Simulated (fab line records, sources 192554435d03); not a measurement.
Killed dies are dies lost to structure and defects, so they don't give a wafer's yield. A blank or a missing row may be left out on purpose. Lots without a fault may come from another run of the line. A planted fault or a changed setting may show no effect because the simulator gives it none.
fab line records | flow n5_finfet
record lots=7 wafers=39
route steps=1938 shown BEOL_M15@1773 PAD_METAL@1896
start_h: hours from the record's first day to the start of the lot's first wafer shown | wait_h: hours since the lot's step before | " the same as in the row above | L1.1+2: a row that stands for several wafers | - no value, or no start given | * or withheld: withheld | < > ~ a bound
route shown NAME@n: a module of which the file shows steps, and the number in the route of the first | usual: mean/standard deviation of fault-free wafers | same: alike in all rows | chamber/n: place in a boat | sites: the reading at each site | _std_site: their standard deviation | _edge_site: outer sites' mean less inner sites' | radius_mm: how far each site lies from the wafer's centre | mask NAME#n: copy n | behind: the tool/chamber that last shaped the wafer | hold: why the lot was held/for how many hours/how that ended | device: the transistor (n, p or np) that didn't switch | end of line: the same wafers' tests at the end of the route | a step without rows: its recipe alone | killed: dies lost to structure and defects at the first sort, not the wafer's yield | map: a wafer's dies, x killed, . not, _ none there
set.NAME: the setting as run; set.NAME@STEP: as run at that earlier step | model.NAME: the simulator's own value behind a step, which no gauge read
lots whose settings were changed on purpose; a table a step, a row a wafer
## steps
# step N5_BEOL_M15_ILD_DEP_00
# recipe material=SiO2 target_thk_a=16293 temp_c=400 precursor=TEOS/O2 pressure_torr=6.5 rf_w=900 teos_flow_sccm=161.4 gas=O2 flow_sccm=2650 time_s=346.1
# columns lot.wafer tool chamber start_h wait_h set.time_s model.SiO2_of_BEOL_M15_ILD_DEP_00.thk_nm
L074.1 pecvd-02 2 243.23 0.0 346.1 1646
L074.2 " 0 " " 346.1 1645
L074.3 " 1 " " 346.1 1661
L074.4 " 2 " " 346.1 1662
L074.5 " 1 " " 346.1 1684
L074.6 " 0 " " 346.1 1654
L081.1 pecvd-04 2 276.88 0.0 346.1 1626
L081.2 " 1 " " 288 1328
L081.3 " 0 " " 288 1337
L081.4 " 2 " " 346.1 1648
L081.5 " 1 " " 346.1 1636
L081.6 " 0 " " 288 1355
L082.1 pecvd-04 2 293.26 0.0 346.1 1594
L082.2 " 0 " " 426.8 1952
L082.3 " 1 " " 346.1 1589
L082.4 " 2 " " 426.8 2007
L082.5 " 0 " " 346.1 1632
L082.6 " 1 " " 426.8 1996
L083.1 pecvd-03 2 303.09 0.0 346.1 1585
L083.2 " 0 " " 346.1 1611
L083.3 " 1 " " 472.7 2200
L083.4 " 1 " " 346.1 1660
L083.5 " 0 " " 472.7 2240
L083.6 " 2 " " 472.7 2227
L089.1 pecvd-02 2 354.58 0.0 346.1 1630
L089.2 " 1 " " 346.1 1647
L089.3 " 0 " " 346.1 1621
L091.1 pecvd-02 1 355.93 0.0 346.1 1659
L091.2 " 2 " " 346.1 1613
L091.3 " 0 " " 346.1 1625
L091.4 " 0 " " 346.1 1657
L091.5 " 1 " " 346.1 1682
L091.6 " 2 " " 346.1 1647
L095.1 pecvd-03 0 386.39 0.0 532.8 2483
L095.2 " 2 " " 346.1 1598
L095.3 " 1 " " 532.8 2506
L095.4 " 1 " " 346.1 1644
L095.5 " 2 " " 532.8 2502
L095.6 " 0 " " 346.1 1636
# step N5_BEOL_M15_THK_MEAS_01
# recipe reads=SiO2_of_BEOL_M15_ILD_DEP_00
# usual M15_ILD_THK=1632/22
# columns lot.wafer tool chamber start_h wait_h set.time_s@BEOL_M15_ILD_DEP_00 M15_ILD_THK[nm]
L074.1 film_metro-01 - 243.48 0.1 346.1 1647
L074.2 " - " " 346.1 1645
L074.3 " - " " 346.1 1660
L074.4 " - " " 346.1 1661
L074.5 " - " " 346.1 1684
L074.6 " - " " 346.1 1655
L081.1 film_metro-01 - 277.13 0.1 346.1 1626
L081.2 " - " " 288 1329
L081.3 " - " " 288 1338
L081.4 " - " " 346.1 1647
L081.5 " - " " 346.1 1636
L081.6 " - " " 288 1355
L082.1 film_metro-01 - 293.51 0.1 346.1 1596
L082.2 " - " " 426.8 1952
L082.3 " - " " 346.1 1589
L082.4 " - " " 426.8 2006
L082.5 " - " " 346.1 1633
L082.6 " - " " 426.8 1998
L083.1 film_metro-01 - 303.34 0.1 346.1 1585
L083.2 " - " " 346.1 1610
L083.3 " - " " 472.7 2200
L083.4 " - " " 346.1 1659
L083.5 " - " " 472.7 2239
L083.6 " - " " 472.7 2228
L089.1 film_metro-01 - 354.83 0.1 346.1 1630
L089.2 " - " " 346.1 1646
L089.3 " - " " 346.1 1620
L091.1 film_metro-01 - 356.18 0.1 346.1 1659
L091.2 " - " " 346.1 1613
L091.3 " - " " 346.1 1625
L091.4 " - " " 346.1 1656
L091.5 " - " " 346.1 1680
L091.6 " - " " 346.1 1647
L095.1 film_metro-02 - 386.64 0.1 532.8 2483
L095.2 " - " " 346.1 1597
L095.3 " - " " 532.8 2504
L095.4 " - " " 346.1 1645
L095.5 " - " " 532.8 2502
L095.6 " - " " 346.1 1638
# step N5_BEOL_M15_COAT_58
# recipe resist=BARC temp_c=205 time_s=60 spin_rpm=1500 resist_thk_nm=89
# step N5_BEOL_M15_COAT_04
# recipe spin_rpm=1704 resist_thk_nm=800
# step N5_BEOL_M15_DESCUM_15
# recipe chemistry=O2 time_s=7.9 source_power_w=50 bias_power_w=20 pressure_mtorr=20 rf_frequency_hz=2.712e+07 temp_c=40 o2_flow_sccm=225
# step N5_BEOL_M15_ETCH_59
# recipe chemistry=N2/H2 target=BARC target_depth_a=890 overetch_a=267 time_s=67.9 ion_energy_ev=200 pressure_mtorr=30 source_w=840 bias_w=150 n2_flow_sccm=200 h2_flow_sccm=200
# step N5_BEOL_M15_VIA_ETCH_16
# recipe chemistry=C4F8/O2/Ar target=SiO2 he_inner_torr=15 he_outer_torr=30 target_depth_a=17922 time_s=withheld ion_energy_ev=800 pressure_mtorr=20 source_w=1905 bias_w=2040 Ar_flow_sccm=400 C4F8_flow_sccm=16 O2_flow_sccm=12 ends=cleared
# columns lot.wafer tool chamber start_h wait_h set.time_s@BEOL_M15_ILD_DEP_00 model.etch.depth_nm model.coat_of_BEOL_M15_COAT_04.thk_nm
L074.1 rie_diel-05 1 244.08 0.0 * 1646 335
L074.2 " 0 " " * 1645 313.2
L074.3 " 2 " " * 1661 331.8
L074.4 " 3 " " * 1662 328.2
L074.5 " 2 " " * 1684 332.8
L074.6 " 3 " " * 1654 330.4
L081.1 rie_diel-05 1 277.61 0.0 * 1626 337.6
L081.2 " 3 " " * 1328 407
L081.3 " 2 " " * 1337 409.4
L081.4 " 0 " " * 1648 316.4
L081.5 " 2 " " * 1636 339
L081.6 " 1 " " * 1355 402.8
L082.1 rie_diel-01 3 294.11 0.0 * 1594 361.2
L082.2 " 2 " " * 1952 259.8
L082.3 " 0 " " * 1589 342.8
L082.4 " 1 " " * 2007 236
L082.5 " 1 " " * 1632 327.2
L082.6 " 0 " " * 1996 246.4
L083.1 rie_diel-03 2 304.01 0.0 * 1585 342.2
L083.2 " 0 " " * 1611 343.8
L083.3 " 3 " " * 2200 191.8
L083.4 " 1 " " * 1660 320.2
L083.5 " 0 " " * 2240 193.2
L083.6 " 3 " " * 2227 185.6
L089.1 rie_diel-05 2 355.49 0.0 * 1630 343.8
L089.2 " 3 " " * 1647 331.8
L089.3 " 1 " " * 1621 338.8
L091.1 rie_diel-03 1 356.90 0.0 * 1659 323.6
L091.2 " 2 " " * 1613 335.6
L091.3 " 0 " " * 1625 342.6
L091.4 " 0 " " * 1657 333.8
L091.5 " 1 " " * 1682 317
L091.6 " 2 " " * 1647 326.6
L095.1 rie_diel-03 1 387.24 0.0 * 2483 120.4
L095.2 " 3 " " * 1598 331.4
L095.3 " 0 " " * 2506 130.2
L095.4 " 2 " " * 1644 325.4
L095.5 " 1 " " * 2502 116.6
L095.6 " 0 " " * 1636 330.8
# step N5_PASSIVATION_AL_DEP_21
# recipe material=Al target_thk_a=28000 temp_c=400 time_s=170 power_w=30000 chamber_pressure_pa=0.4 gas=Ar
# columns lot.wafer tool chamber start_h wait_h set.target_thk_a model.Al_of_PASSIVATION_AL_DEP_21.thk_nm
L074.1 pvd_sputter-02 - 261.35 0.1 28000 2750
L074.2 " - " " 28000 2713
L074.3 " - " " 19410 1928
L074.4 " - " " 19410 1915
L074.5 " - " " 19410 1917
L074.6 " - " " 28000 2743
L081.1 pvd_sputter-02 - 297.32 0.1 28000 2726
L081.2 " - " " 33940 3332
L081.3 " - " " 33940 3375
L081.4 " - " " 33940 3382
L081.5 " - " " 28000 2725
L081.6 " - " " 28000 2779
L082.1 pvd_sputter-03 - 307.28 0.1 28000 2786
L082.2 " - " " 28000 2824
L082.3 " - " " 35660 3541
L082.4 " - " " 28000 2754
L082.5 " - " " 35660 3600
L082.6 " - " " 35660 3536
L083.1 pvd_sputter-01 - 320.12 0.1 28000 2816
L083.2 " - " " 28000 2795
L083.3 " - " " 28000 2803
L083.4 " - " " 28000 2802
L083.5 " - " " 28000 2787
L083.6 " - " " 28000 2832
L089.1 pvd_sputter-02 - 370.97 0.1 28000 2839
L089.2 " - " " 28000 2804
L089.3 " - " " 28000 2734
L091.1 pvd_sputter-02 - 372.29 0.1 16380 1642
L091.2 " - " " 28000 2727
L091.3 " - " " 28000 2770
L091.4 " - " " 16380 1681
L091.5 " - " " 16380 1638
L091.6 " - " " 28000 2722
L095.1 pvd_sputter-02 - 401.50 0.1 28000 2714
L095.2 " - " " 14990 1481
L095.3 " - " " 28000 2813
L095.4 " - " " 14990 1441
L095.5 " - " " 14990 1472
L095.6 " - " " 28000 2712
## key
split step=N5_BEOL_M15_ILD_DEP_00 setting=time_s stated=346.1 by=wafer
response step=N5_BEOL_M15_ILD_DEP_00 reading=model.SiO2_of_BEOL_M15_ILD_DEP_00.thk_nm change=+16.3 per=1% r=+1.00
response step=N5_BEOL_M15_THK_MEAS_01 reading=M15_ILD_THK change=+16.3 per=1% r=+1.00
response step=N5_BEOL_M15_VIA_ETCH_16 reading=model.etch.depth_nm change=+16.3 per=1% r=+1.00
response step=N5_BEOL_M15_VIA_ETCH_16 reading=model.coat_of_BEOL_M15_COAT_04.thk_nm change=-3.94 per=1% r=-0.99
split step=N5_PASSIVATION_AL_DEP_21 setting=target_thk_a stated=28000 by=wafer
response step=N5_PASSIVATION_AL_DEP_21 reading=model.Al_of_PASSIVATION_AL_DEP_21.thk_nm change=+27.2 per=1% r=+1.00
